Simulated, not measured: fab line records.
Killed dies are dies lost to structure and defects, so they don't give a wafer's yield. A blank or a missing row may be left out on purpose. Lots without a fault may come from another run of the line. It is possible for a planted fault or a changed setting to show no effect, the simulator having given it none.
Lot-split experiment ; flow n5Finfet ; route with 1938 steps; 7 lots, 21 wafers read

== THE SPLIT ==
At N5_BEOL_M6_COAT_05 (resist thk 90 nm), the setting spinRpm was moved away from the recipe's 1500 rpm on 7 of the 21 wafers read, by -3.5% to +7.2%. This setting was run at the recipe's value on the other wafers.

== FROM THE SPLIT TO THE READING: what the file shows between them, 2 steps ==
- N5_BEOL_M6_EBR_07
- N5_BEOL_M6_SOFTBAKE_06: time 60 s

== THE READING ==
CAR-ArF_of_BEOL_M6_COAT_05.thkNm (the simulator's own value, which no gauge read), in nm, at N5_BEOL_M6_DESCUM_16 (chemistry O2, time 7.9 s). The file gives no usual value for it. Across the 14 wafers here that went through the recipe, the average is 83.5 nm and the standard deviation 0.26 nm.

wafer;tool, chamber at the split;spinRpm as run, rpm;against the recipe;CAR-ArF_of_BEOL_M6_COAT_05.thkNm, nm;against lot-mates on the recipe
L075.1;lithoTrack-03, 0;1500;recipe;84;-
L075.3;lithoTrack-03, 0;1552;+3.5%;82.2;-1.7
L075.4;lithoTrack-03, 0;1500;recipe;83.8;-
L081.1;lithoTrack-05, 0;1500;recipe;83.2;-
L081.2;lithoTrack-05, 0;1451;-3.3%;84.6;+1.4
L081.6;lithoTrack-05, 0;1451;-3.3%;84.8;+1.6
L086.3;lithoTrack-02, 0;1500;recipe;83.6;-
L086.6;lithoTrack-02, 0;1500;recipe;83.6;-
L086.5;lithoTrack-02, 0;1500;recipe;83.2;-
L090.1;lithoTrack-02, 0;1500;recipe;83.4;-
L090.6;lithoTrack-02, 0;1500;recipe;83.4;-
L090.3;lithoTrack-02, 0;1500;recipe;83.2;-
L094.1;lithoTrack-03, 0;1500;recipe;83.8;-
L094.3;lithoTrack-03, 0;1608;+7.2%;80.6;-3.2
L094.5;lithoTrack-03, 0;1608;+7.2%;80.6;-3.2
L095.1;lithoTrack-05, 0;1500;recipe;83.2;-
L095.4;lithoTrack-05, 0;1500;recipe;83.2;-
L095.2;lithoTrack-05, 0;1500;recipe;83.4;-
L097.3;lithoTrack-03, 0;1447;-3.5%;85.2;+1.8
L097.6;lithoTrack-03, 0;1447;-3.5%;85.2;+1.8
L097.4;lithoTrack-03, 0;1500;recipe;83.4;-

FIT RESULTS
A straight line over all 21 wafers: CAR-ArF_of_BEOL_M6_COAT_05.thkNm changes by -0.408 nm for each +1% of spinRpm; r = -0.98; the points scatter about the line by 0.25 nm.
The same after taking each lot's own level away (the mean of its wafers on the recipe; 21 wafers): -0.46 nm for each +1%; r = -1.00; scatter 0.12 nm.
On that fit, the largest move of spinRpm shifts the reading by 3.3 nm.
Across the lots, their own levels run from 83.20 to 83.90 nm, a range of 2.7 times the standard deviation given above.
Hence the slope depends on the lot-to-lot level, as the two fits are not the same.
Check: with one of the wafers moved furthest among these (+7.2%) left out of the fit, the line predicts -3.34 nm for it against its lot-mates. Against them it came out at -3.2 nm.

== FURTHER SPLITS ON THESE WAFERS ==
These wafers also went through other splits before the reading. Each is held against what the fit with the lots' levels taken away leaves over:
other split on the same wafers;wafers away from the commonest value;r with CAR-ArF_of_BEOL_M6_COAT_05.thkNm (lot level and that fit taken away)
N5_BEOL_M5_EXPOSE_25 doseMj;6;+0.01
N5_BEOL_M6_ILD_DEP_00 timeS;4;+0.11

== THE WHOLE CHAIN: every reading that the file lists as answering this split, in the file's order ==
step;what it does;reading;change (the file's fit);r (the file's)
N5_BEOL_M6_COAT_05;resist thk 90 nm;CAR-ArF_of_BEOL_M6_COAT_05.thkNm (the simulator's own value, which no gauge read);-0.466 nm for each +1% of the setting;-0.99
N5_BEOL_M6_DESCUM_16;chemistry O2, time 7.9 s;CAR-ArF_of_BEOL_M6_COAT_05.thkNm (the simulator's own value, which no gauge read);-0.462 nm for each +1% of the setting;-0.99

== FILE'S OWN FIT ==
CAR-ArF_of_BEOL_M6_COAT_05.thkNm changes by -0.462 nm for each +1% of spinRpm, r = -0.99.
